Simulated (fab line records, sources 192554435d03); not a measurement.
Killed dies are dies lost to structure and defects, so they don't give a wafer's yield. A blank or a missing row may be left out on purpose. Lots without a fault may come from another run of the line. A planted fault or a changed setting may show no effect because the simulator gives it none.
Problem report in the 8D (eight disciplines) form, filled by code | flow n5_finfet | the parts of the form that need people (team, actions taken, sign-off) are left out

1. THE PROBLEM
run_length_s at N5_BEOL_M8_CVD_78 reads a mean of 76.1 s on 5 wafers of 3 lots; wafers without a fault read 165.3 s with a standard deviation of 0.56. That is -99 or more standard deviations from the usual mean.
The step: deposits Co from CCTBA/H2, target thk 2 nm, time 142.3 s.
First seen on wafer L507.1, day 11 13:46, on cvd_co-01. The record holds 32 wafers of 11 lots with a number at this step. Rule for "out", or "out of limits": more than 4 standard deviations from the usual mean. The other wafers with a number count as sound.

2. WHAT IT IS AND WHAT IT IS NOT
question                    | is                                     | is not
which readings at this step | run_length_s                           | -
which lots                  | L506, L507, L509                       | L503, L504, L515, L520, L521, L523, L525, L526
which wafers of those lots  | L506.1, L507.1, L507.4, L509.1, L509.4 | L506.5, L506.6, L507.5
read on which tools         | cvd_co-01                              | cvd_co-02
when                        | from day 11 13:46                      | up to then (7 sound wafers); but 20 sound wafers of L506, L515, L520, L521, L523, L525, L526 came after

3. SUSPECTS, AND WHAT RULES EACH OUT
Counting: a tool at a process step up to the reading stays a suspect if it ran every lot that is out. Sound lots after the first of them don't rule it out here, since some wafers of a struck lot are sound.
- cvd_co-01 at N5_BEOL_M8_CVD_78 (deposits Co from CCTBA/H2, target thk 2 nm, time 142.3 s): kept. It ran every lot that is out, first L507 (day 11 13:46); its last sound lot up to then is L503 (day 10 14:58). Its own readings are out on those wafers: run_length_s.
Left after counting: cvd_co-01 at N5_BEOL_M8_CVD_78.

4. THE CAUSE (what the simulator had put in)
Process parameter drift: cvd_co-01, from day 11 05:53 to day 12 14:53, at N5_BEOL_M8_CVD_78. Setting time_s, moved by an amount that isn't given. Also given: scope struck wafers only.
Counting left only this tool.

5. THE CHAIN OF EFFECTS, in route order
Each row: a reading whose mean over the struck wafers that have a number lies more than 3 standard deviations from the usual. Only readings for which the record gives a usual standard deviation are gone through. hours: the time from each lot's start at the first step in this table that gives one to its start at this step, as a median over the lots. sigmas: the change in usual standard deviations.
hours | step              | reading      | usual   | on struck wafers | change | sigmas
0     | N5_BEOL_M8_CVD_78 | run_length_s | 165.3 s | 76.1             | -89.2  | -99 or more
The process steps in it:
- N5_BEOL_M8_CVD_78: deposits Co from CCTBA/H2, target thk 2 nm, time 142.3 s.

6. WHAT WOULD HAVE CAUGHT IT SOONER
In this record the first reading out of limits was taken at day 11 13:46, 8 hours after the fault began at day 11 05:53.
